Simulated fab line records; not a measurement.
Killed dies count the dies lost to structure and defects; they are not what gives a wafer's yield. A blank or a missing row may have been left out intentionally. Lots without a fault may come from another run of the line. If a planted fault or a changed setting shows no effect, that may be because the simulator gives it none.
fab line records | flow nand-harc | part 1 of 2: steps 1 to 39 of 44
record lots=5 wafers=15 last-day=24
route steps=1159 shown P_STI@105 P_GATE@110
lots with no fault: from the same line, run without faults
start-h: the number of hours between the record's first day and the start of the first shown wafer of the lot | wait-h: hours elapsed since this lot's preceding step | " identical to the entry in the row above | L1.1+2: a row that stands for several wafers | - no value, or no start was given | * or withheld: withheld | < > ~ a bound
route shown NAME@n: a module of which the file shows steps, and the number in the route of the first | usual: the fault-free wafers' mean and standard deviation | same: alike in all rows | chamber/n: place in a boat | sites: each site's reading | _std_site: standard deviation across them | _edge_site: mean of outer sites minus mean of inner sites | radius-mm: how far each site lies from the wafer's centre | mask NAME#n: copy n | behind: the most recent tool/chamber to have shaped the wafer | hold: what put the lot on hold/how long, in hours/how the hold closed | device: transistor that didn't switch, given as n, p or np | end of line: at the end of the route, the tests of the same wafers | where a step has no rows: the recipe by itself | killed: not the wafer's yield, but the dies lost to structure and defects at the first sort | map: the dies of a wafer, with x for killed, . for not killed, _ for no die there
set.NAME: setting as actually run; set.NAME@STEP: the setting as run at that earlier step | model.NAME: the simulator's own value behind a step, which no gauge read
lots at selected steps of the route; one table per step, one row per wafer
services: the hour from which a tool's chamber was out of use, counted from the record's first day as start-h (under 0 if before that day), plus the number of hours and why
## steps
# step NHARC_P_STI_ETCH_37
# recipe target-depth-a=110 chemistry=dHF material=SiO2
# columns lot.wafer tool chamber start-h wait-h
L075.2+5+6 wet-bench-06 0,4,5 - -
L081.6+3+5 wet-bench-06 5,7,2 - -
L092.5+3+4 wet-bench-01 7,3,4 - -
L093.1+6+2 wet-bench-01 0,2,4 - -
L094.5+2+1 wet-bench-06 1,3,5 - -
# step NHARC_P_STI_PRECLEAN_38
# recipe time-s=* temp-c=50 bath-age-min=0 chemistry=SC1
# columns lot.wafer tool chamber start-h wait-h
L075.2+5+6 wet-bench-06 0,4,5 - -
L081.6+3+5 wet-bench-06 5,7,2 - -
L092.5+3+4 wet-bench-01 7,3,4 - -
L093.1+6+2 wet-bench-01 0,2,4 - -
L094.5+2+1 wet-bench-06 1,3,5 - -
# step NHARC_P_STI_SRD_39
# columns lot.wafer tool chamber start-h wait-h
L075.2+5+6 wet-bench-06 0,4,5 - -
L081.6+3+5 wet-bench-06 5,7,2 - -
L092.5+3+4 wet-bench-01 7,3,4 - -
L093.1+6+2 wet-bench-01 0,2,4 - -
L094.5+2+1 wet-bench-06 1,3,5 - -
# step NHARC_P_STI_OXIDE_40
# recipe target-thk-a=100 temp-c=900 ox-time-s=1362 material=SiO2
# usual spike-tc-centre-C=899.8/1.6
# same ox-time-s=1362
# columns lot.wafer tool chamber start-h wait-h spike-tc-centre-C
L075.2 furnace-07 0 62.84 - 899.1
L075.5 " 0 " " 900.6
L075.6 " 0 " " 898.8
L081.3 furnace-07 0 100.29 - 899.1
L081.5 " 0 " " 897.7
L081.6 " 0 " " 896.3
L092.3 furnace-06 0 166.07 - 899.1
L092.4 " 0 " " 900.4
L092.5 " 0 " " 901.0
L093.1 furnace-08 0 172.31 - 901.4
L093.2 " 0 " " 900.5
L093.6 " 0 " " 902.0
L094.1 furnace-08 0 180.45 - 902.8
L094.2 " 0 " " 900.7
L094.5 " 0 " " 900.7
# step NHARC_P_STI_INSPECT_25
# usual raw-defect-count=197/66
# columns lot.wafer tool chamber start-h wait-h raw-defect-count
L075.2 defect-inspect-01 - 66.88 0.4 215
L075.5 " - " " 165
L075.6 " - " " 142
L081.3 defect-inspect-02 - 104.30 0.4 162
L081.5 " - " " 223
L081.6 " - " " 189
L092.3 defect-inspect-02 - 170.11 0.4 165
L092.4 " - " " 167
L092.5 " - " " 140
L093.1 defect-inspect-02 - 176.34 0.4 85
L093.2 " - " " 161
L093.6 " - " " 227
L094.1 defect-inspect-01 - 184.52 0.4 124
L094.2 " - " " 148
L094.5 " - " " 222
# step NHARC_P_GATE_ETCH_69
# recipe target-depth-a=140 chemistry=dHF material=SiO2
# columns lot.wafer tool chamber start-h wait-h
L075.6+5+2 wet-bench-02 6,7,0 66.95 0.1
L081.3+6+5 wet-bench-07 4,5,1 104.35 0.0
L092.4+3+5 wet-bench-02 0,2,4 170.18 0.1
L093.2+1+6 wet-bench-02 7,0,2 176.41 0.1
L094.1+2+5 wet-bench-03 6,7,0 184.60 0.1
# step NHARC_P_GATE_PRECLEAN_70
# recipe time-s=* temp-c=50 bath-age-min=0 chemistry=SC1
# columns lot.wafer tool chamber start-h wait-h
L075.6+5+2 wet-bench-02 6,7,0 67.03 0.1
L081.3+6+5 wet-bench-07 4,5,1 104.45 0.1
L092.4+3+5 wet-bench-02 0,2,4 170.26 0.1
L093.2+1+6 wet-bench-02 7,0,2 176.49 0.1
L094.1+2+5 wet-bench-03 6,7,0 184.67 0.1
# step NHARC_P_GATE_SRD_01
# columns lot.wafer tool chamber start-h wait-h
L075.6+5+2 wet-bench-02 6,7,0 - -
L081.3+6+5 wet-bench-07 4,5,1 - -
L092.4+3+5 wet-bench-02 0,2,4 - -
L093.2+1+6 wet-bench-02 7,0,2 - -
L094.1+2+5 wet-bench-03 6,7,0 - -
# step NHARC_P_GATE_OXIDE_02
# recipe target-thk-a=375 temp-c=950 p-h2o-torr=720 ox-time-s=365 material=SiO2
# usual spike-tc-centre-C=950.9/1.9
# same ox-time-s=365
# columns lot.wafer tool chamber start-h wait-h spike-tc-centre-C
L075.2 furnace-05 0 70.16 - 953.6
L075.5 " 0 " " 952.9
L075.6 " 0 " " 952.5
L081.3 furnace-02 0 107.58 - 947.6
L081.5 " 0 " " 949.4
L081.6 " 0 " " 948.3
L092.3 furnace-01 0 173.16 - 952.2
L092.4 " 0 " " 952.4
L092.5 " 0 " " 951.2
L093.1 furnace-02 0 179.62 - 949.0
L093.2 " 0 " " 949.0
L093.6 " 0 " " 949.1
L094.1 furnace-01 0 187.57 - 951.7
L094.2 " 0 " " 951.5
L094.5 " 0 " " 950.4
# step NHARC_P_GATE_DEHYDRATE_03
# recipe temp-c=150 time-s=120
# columns lot.wafer tool chamber start-h wait-h
L075.2+5+6 litho-track-03 0 74.79 0.4
L081.3+5+6 litho-track-05 0 112.13 0.4
L092.3+4+5 litho-track-02 0 177.76 0.4
L093.1+2+6 litho-track-03 0 184.23 0.4
L094.1+2+5 litho-track-05 0 192.10 0.4
# step NHARC_P_GATE_HMDS_04
# recipe time-s=30
# columns lot.wafer tool chamber start-h wait-h
L075.2+5+6 litho-track-03 0 - -
L081.3+5+6 litho-track-05 0 - -
L092.3+4+5 litho-track-02 0 - -
L093.1+2+6 litho-track-03 0 - -
L094.1+2+5 litho-track-05 0 - -
# step NHARC_P_GATE_COAT_05
# recipe spin-rpm=4690
# columns lot.wafer tool chamber start-h wait-h
L075.2+5+6 litho-track-03 0 - -
L081.3+5+6 litho-track-05 0 - -
L092.3+4+5 litho-track-02 0 - -
L093.1+2+6 litho-track-03 0 - -
L094.1+2+5 litho-track-05 0 - -
# step NHARC_P_GATE_SOFTBAKE_06
# recipe temp-c=122 time-s=95
# columns lot.wafer tool chamber start-h wait-h
L075.2+5+6 litho-track-03 0 - -
L081.3+5+6 litho-track-05 0 - -
L092.3+4+5 litho-track-02 0 - -
L093.1+2+6 litho-track-03 0 - -
L094.1+2+5 litho-track-05 0 - -
# step NHARC_P_GATE_EBR_07
# columns lot.wafer tool chamber start-h wait-h
L075.2+5+6 litho-track-03 0 - -
L081.3+5+6 litho-track-05 0 - -
L092.3+4+5 litho-track-02 0 - -
L093.1+2+6 litho-track-03 0 - -
L094.1+2+5 litho-track-05 0 - -
# step NHARC_P_GATE_EXPOSE_08
# recipe na=0.6 dose-mj=16.75 mask-id=P_HV
# columns lot.wafer tool chamber start-h wait-h mask
L075.2+5+6 krf-scanner-04 0 75.10 - P_HV#0
L081.3+5+6 krf-scanner-03 0 112.57 - P_HV#0
L092.3+4+5 krf-scanner-04 0 178.08 - P_HV#0
L093.1+2+6 krf-scanner-04 0 184.38 - P_HV#0
L094.1+2+5 krf-scanner-03 0 192.37 - P_HV#0
# step NHARC_P_GATE_PEB_09
# recipe peb-temp-c=118 peb-time-s=85
# columns lot.wafer tool chamber start-h wait-h
L075.2+5+6 litho-track-05 0 75.16 0.1
L081.3+5+6 litho-track-03 0 112.63 0.1
L092.3+4+5 litho-track-02 0 178.13 0.1
L093.1+2+6 litho-track-03 0 184.45 0.1
L094.1+2+5 litho-track-02 0 192.44 0.1
# step NHARC_P_GATE_DEVELOP_10
# recipe time-s=70
# columns lot.wafer tool chamber start-h wait-h
L075.2+5+6 litho-track-05 0 - -
L081.3+5+6 litho-track-03 0 - -
L092.3+4+5 litho-track-02 0 - -
L093.1+2+6 litho-track-03 0 - -
L094.1+2+5 litho-track-02 0 - -
# step NHARC_P_GATE_CD_MEAS_11
# recipe target-cd-nm=1640 landing-energy-ev=500
# usual cd-nm=1640.6/1.2
# columns lot.wafer tool chamber start-h wait-h cd-nm
L075.2 cd-sem-02 0 75.25 - 1641.4
L075.5 " 0 " " 1641.8
L075.6 " 0 " " 1640.7
L081.3 cd-sem-01 0 112.72 - 1638.4
L081.5 " 0 " " 1641.7
L081.6 " 0 " " 1641.8
L092.3 cd-sem-01 0 178.23 - 1639.9
L092.4 " 0 " " 1640.8
L092.5 " 0 " " 1639.4
L093.1 cd-sem-02 0 184.54 - 1641.4
L093.2 " 0 " " 1641.0
L093.6 " 0 " " 1640.8
L094.1 cd-sem-02 0 192.53 - 1641.5
L094.2 " 0 " " 1642.3
L094.5 " 0 " " 1641.5
# step NHARC_P_GATE_HARDBAKE_12
# recipe temp-c=125 time-s=80
# columns lot.wafer tool chamber start-h wait-h
L075.2+5+6 litho-track-05 0 75.33 -
L081.3+5+6 litho-track-02 0 112.80 -
L092.3+4+5 litho-track-02 0 178.31 -
L093.1+2+6 litho-track-05 0 184.62 -
L094.1+2+5 litho-track-03 0 192.61 -
# step NHARC_P_GATE_DESCUM_13
# recipe time-s=3 o2-flow-sccm=200 ar-flow-sccm=0 bias-power-w=0 chemistry=O2
# usual drypump-motor-current-A=5.8/0.37 oes-product-au=0.999/0.0084 rf-vpp-V=57.9/0.83 showerhead-plenum-p-Torr=1.96/0.087 throttle-valve-pct=11.311/0.0091
# columns lot.wafer tool chamber start-h wait-h drypump-motor-current-A oes-product-au rf-hours-counter-h rf-vpp-V showerhead-plenum-p-Torr throttle-valve-pct
L075.2 rie-diel-11 2 75.44 - 5.8 0.987 19 58.8 1.93 11.295
L075.6 " 1 " " 6.1 1.000 - 58.6 2.01 11.316
L075.5 " 2 " " 5.8 0.990 - 58.7 1.93 11.306
L081.3 rie-diel-08 0 112.89 - 6.2 1.002 60 58.0 2.01 11.297
L081.5 " 3 " " 5.4 1.004 - 57.1 1.86 11.310
L081.6 " 0 " " 6.2 1.000 - 58.6 2.01 11.306
L092.4 rie-diel-08 0 178.41 - 6.2 0.998 16 58.0 2.00 11.310
L092.3 " 1 " " 5.6 0.985 17 55.9 1.80 11.308
L092.5 " 3 " " 5.5 0.989 - 57.1 1.86 11.330
L093.1 rie-diel-08 3 184.73 - 5.5 0.998 20 57.5 1.86 11.307
L093.2 " 0 " " 6.2 1.002 18 58.6 2.00 11.306
L093.6 " 1 " " 5.6 1.009 - 57.2 1.80 11.306
L094.2 rie-diel-05 1 192.76 - 5.3 0.998 3 57.9 2.03 11.324
L094.1 " 3 " " 5.9 1.004 3 59.3 2.03 11.321
L094.5 " 1 " " 5.3 0.990 - 57.2 2.03 11.314
# step NHARC_P_GATE_ETCH_14
# recipe target-depth-a=488 chemistry=dHF material=SiO2
# columns lot.wafer tool chamber start-h wait-h
L075.6+5+2 wet-bench-02 6,7,0 75.57 0.1
L081.6+5+3 wet-bench-03 6,7,1 113.03 0.1
L092.4+5+3 wet-bench-02 4,5,6 178.55 0.1
L093.1+6+2 wet-bench-07 5,6,7 184.85 0.1
L094.2+1+5 wet-bench-07 3,5,7 192.92 0.1
# step NHARC_P_GATE_STRIP_15
# recipe time-s=780 temp-c=130 chemistry=SPM
# columns lot.wafer tool chamber start-h wait-h
L075.6+5+2 wet-bench-02 6,7,0 75.61 0.0
L081.6+5+3 wet-bench-03 6,7,1 113.07 0.0
L092.4+5+3 wet-bench-02 4,5,6 178.59 0.0
L093.1+6+2 wet-bench-07 5,6,7 184.89 0.0
L094.2+1+5 wet-bench-07 3,5,7 192.97 0.0
# step NHARC_P_GATE_PRECLEAN_71
# recipe time-s=* temp-c=50 bath-age-min=0 chemistry=SC1
# columns lot.wafer tool chamber start-h wait-h
L075.6+5+2 wet-bench-02 6,7,0 - -
L081.6+5+3 wet-bench-03 6,7,1 - -
L092.4+5+3 wet-bench-02 4,5,6 - -
L093.1+6+2 wet-bench-07 5,6,7 - -
L094.2+1+5 wet-bench-07 3,5,7 - -
# step NHARC_P_GATE_SRD_72
# columns lot.wafer tool chamber start-h wait-h
L075.6+5+2 wet-bench-02 6,7,0 - -
L081.6+5+3 wet-bench-03 6,7,1 - -
L092.4+5+3 wet-bench-02 4,5,6 - -
L093.1+6+2 wet-bench-07 5,6,7 - -
L094.2+1+5 wet-bench-07 3,5,7 - -
# step NHARC_P_GATE_OXIDE_16
# recipe target-thk-a=30 temp-c=875 ox-time-s=392 material=SiO2
# usual spike-tc-centre-C=877.1/1.6
# same ox-time-s=392
# columns lot.wafer tool chamber start-h wait-h spike-tc-centre-C
L075.2 furnace-02 0 78.78 - 874.2
L075.5 " 0 " " 874.0
L075.6 " 0 " " 874.5
L081.3 furnace-01 0 116.01 - 876.3
L081.5 " 0 " " 878.3
L081.6 " 0 " " 874.6
L092.3 furnace-05 0 181.76 - 876.4
L092.4 " 0 " " 877.9
L092.5 " 0 " " 876.8
L093.1 furnace-05 0 188.24 - 876.8
L093.2 " 0 " " 879.0
L093.6 " 0 " " 878.7
L094.1 furnace-05 0 196.32 - 877.8
L094.2 " 0 " " 878.0
L094.5 " 0 " " 877.8
# step NHARC_P_GATE_CVD_17
# recipe target-thk-a=1500 temp-c=620 time-s=900 material=poly-Si
# usual spike-tc-centre-C=620.5/1.1
# columns lot.wafer tool chamber start-h wait-h spike-tc-centre-C
L075.2 lpcvd-poly-03 0 84.76 2.5 620.6
L075.5 " 0 " " 621.5
L075.6 " 0 " " 619.9
L081.3 lpcvd-poly-04 0 122.42 2.9 618.9
L081.5 " 0 " " 619.0
L081.6 " 0 " " 618.8
L092.3 lpcvd-poly-01 0 187.94 2.7 620.4
L092.4 " 0 " " 621.4
L092.5 " 0 " " 620.7
L093.1 lpcvd-poly-03 0 194.28 2.5 621.4
L093.2 " 0 " " 622.0
L093.6 " 0 " " 620.4
L094.1 lpcvd-poly-03 0 202.44 2.5 620.7
L094.2 " 0 " " 621.6
L094.5 " 0 " " 620.6
# step NHARC_P_GATE_HM_DEP_102
# recipe target-thk-a=1200 temp-c=400 material=aC
# usual throttle-valve-pct=35.000/0.0089
# columns lot.wafer tool chamber start-h wait-h throttle-valve-pct
L075.2 acl-dep-03 0 87.49 0.5 34.996
L075.5 " 0 " " 35.002
L075.6 " 0 " " 35.000
L081.3 acl-dep-01 0 129.46 4.8 34.998
L081.5 " 0 " " 34.986
L081.6 " 0 " " 34.999
L092.3 acl-dep-02 0 191.90 1.7 34.999
L092.4 " 0 " " 35.002
L092.5 " 0 " " 35.002
L093.1 acl-dep-01 0 196.88 0.4 35.006
L093.2 " 0 " " 34.991
L093.6 " 0 " " 34.996
L094.1 acl-dep-01 0 205.06 0.4 35.006
L094.2 " 0 " " 34.992
L094.5 " 0 " " 34.995
# step NHARC_P_GATE_DEP_103
# recipe target-thk-a=300 target-thk-nm=30 temp-c=400 flow-sccm=200 rf-w=350 material=SiON
# usual heater-power-w=714/87 rf-fwd-power-W=348.8/1.1
# columns lot.wafer tool chamber start-h wait-h heater-power-w rf-fwd-power-W
L075.2 pecvd-02 1 88.05 0.5 810 348.0
L075.5 " 1 " " 819 348.6
L075.6 " 0 " " 601 350.6
L081.3 pecvd-04 1 129.94 0.4 623 349.6
L081.6 " 1 " " 624 349.2
L081.5 " 2 " " 648 348.1
L092.3 pecvd-01 1 192.43 0.4 806 347.2
L092.4 " 0 " " 781 349.1
L092.5 " 1 " " 809 347.1
L093.1 pecvd-02 0 197.54 0.6 715 349.3
L093.2 " 1 " " 828 348.9
L093.6 " 2 " " 745 348.5
L094.2 pecvd-02 1 205.73 0.5 854 347.5
L094.1 " 0 " " 646 347.3
L094.5 " 0 " " 644 348.0
# step NHARC_P_GATE_DEHYDRATE_18
# recipe temp-c=150 time-s=120
# columns lot.wafer tool chamber start-h wait-h
L075.2+5+6 litho-track-04 0 88.32 0.2
L081.3+5+6 litho-track-04 0 130.21 0.2
L092.3+4+5 litho-track-06 0 192.65 0.2
L093.1+2+6 litho-track-04 0 197.81 0.2
L094.1+2+5 litho-track-01 0 206.00 0.2
# step NHARC_P_GATE_HMDS_19
# recipe time-s=30
# columns lot.wafer tool chamber start-h wait-h
L075.2+5+6 litho-track-04 0 - -
L081.3+5+6 litho-track-04 0 - -
L092.3+4+5 litho-track-06 0 - -
L093.1+2+6 litho-track-04 0 - -
L094.1+2+5 litho-track-01 0 - -
# step NHARC_P_GATE_COAT_20
# recipe spin-rpm=1500 resist-thk-nm=90
# columns lot.wafer tool chamber start-h wait-h
L075.2+5+6 litho-track-04 0 - -
L081.3+5+6 litho-track-04 0 - -
L092.3+4+5 litho-track-06 0 - -
L093.1+2+6 litho-track-04 0 - -
L094.1+2+5 litho-track-01 0 - -
# step NHARC_P_GATE_SOFTBAKE_21
# recipe temp-c=105 time-s=55
# columns lot.wafer tool chamber start-h wait-h
L075.2+5+6 litho-track-04 0 - -
L081.3+5+6 litho-track-04 0 - -
L092.3+4+5 litho-track-06 0 - -
L093.1+2+6 litho-track-04 0 - -
L094.1+2+5 litho-track-01 0 - -
# step NHARC_P_GATE_EBR_22
# columns lot.wafer tool chamber start-h wait-h
L075.2+5+6 litho-track-04 0 - -
L081.3+5+6 litho-track-04 0 - -
L092.3+4+5 litho-track-06 0 - -
L093.1+2+6 litho-track-04 0 - -
L094.1+2+5 litho-track-01 0 - -
# step NHARC_P_GATE_EXPOSE_23
# recipe na=1.35 target-cd-nm=120 dose-mj=93.91 mask-id=P_GATE
# columns lot.wafer tool chamber start-h wait-h mask
L075.2+5+6 arfi-scanner-02 0 88.61 - P_GATE#0
L081.3+5+6 arfi-scanner-02 0 130.49 - P_GATE#0
L092.3+4+5 arfi-scanner-02 0 192.80 - P_GATE#0
L093.1+2+6 arfi-scanner-03 0 198.08 - P_GATE#0
L094.1+2+5 arfi-scanner-02 0 206.27 - P_GATE#0
# step NHARC_P_GATE_PEB_24
# recipe peb-temp-c=100 peb-time-s=65
# columns lot.wafer tool chamber start-h wait-h
L075.2+5+6 litho-track-01 0 88.67 0.1
L081.3+5+6 litho-track-01 0 130.54 0.0
L092.3+4+5 litho-track-04 0 192.85 0.0
L093.1+2+6 litho-track-01 0 198.14 0.1
L094.1+2+5 litho-track-04 0 206.33 0.1
# step NHARC_P_GATE_DEVELOP_25
# recipe develop-time-s=35 dev-temp-c=23
# columns lot.wafer tool chamber start-h wait-h
L075.2+5+6 litho-track-01 0 - -
L081.3+5+6 litho-track-01 0 - -
L092.3+4+5 litho-track-04 0 - -
L093.1+2+6 litho-track-01 0 - -
L094.1+2+5 litho-track-04 0 - -
# step NHARC_P_GATE_CD_MEAS_26
# recipe target-cd-nm=120 landing-energy-ev=500
# usual cd-nm=119.7/0.59
# columns lot.wafer tool chamber start-h wait-h cd-nm
L075.2 cd-sem-02 0 88.75 - 119.5
L075.5 " 0 " " 119.5
L075.6 " 0 " " 119.4
L081.3 cd-sem-01 0 130.63 - 118.6
L081.5 " 0 " " 119.0
L081.6 " 0 " " 118.4
L092.3 cd-sem-01 0 192.94 - 119.7
L092.4 " 0 " " 119.5
L092.5 " 0 " " 119.4
L093.1 cd-sem-01 0 198.22 - 120.7
L093.2 " 0 " " 120.8
L093.6 " 0 " " 121.0
L094.1 cd-sem-03 0 206.41 - 120.2
L094.2 " 0 " " 119.3
L094.5 " 0 " " 120.3
# step NHARC_P_GATE_OVL_MEAS_27
# usual overlay-x-nm=0.0/1 overlay-y-nm=0.0/0.7
# columns lot.wafer tool chamber start-h wait-h overlay-x-nm overlay-y-nm
L075.2 overlay-02 - 88.84 - 0.3 -0.9
L075.5 " - " " 0.1 -1.2
L075.6 " - " " 0.0 -1.0
L081.3 overlay-01 - 130.71 - -1.2 1.0
L081.5 " - " " -1.0 0.7
L081.6 " - " " -1.6 1.2
L092.3 overlay-01 - 193.02 - 1.8 -0.5
L092.4 " - " " 1.4 -0.4
L092.5 " - " " 1.3 -0.2
L093.1 overlay-02 - 198.31 - 0.0 -1.0
L093.2 " - " " 0.0 -1.4
L093.6 " - " " -0.2 -0.9
L094.1 overlay-01 - 206.50 - 0.2 -1.5
L094.2 " - " " 1.0 -1.2
L094.5 " - " " 0.9 -1.1
# step NHARC_P_GATE_INSPECT_28
# usual raw-defect-count=6/3.2
# columns lot.wafer tool chamber start-h wait-h raw-defect-count
L075.2 defect-inspect-01 - 88.87 0.0 2
L075.5 " - " " 4
L075.6 " - " " 5
L081.3 defect-inspect-02 - 130.75 0.0 8
L081.5 " - " " 6
L081.6 " - " " 4
L092.3 defect-inspect-02 - 193.06 0.0 4
L092.4 " - " " 6
L092.5 " - " " 6
L093.1 defect-inspect-01 - 198.35 0.0 11
L093.2 " - " " 14
L093.6 " - " " 15
L094.1 defect-inspect-01 - 206.54 0.0 9
L094.2 " - " " 15
L094.5 " - " " 9
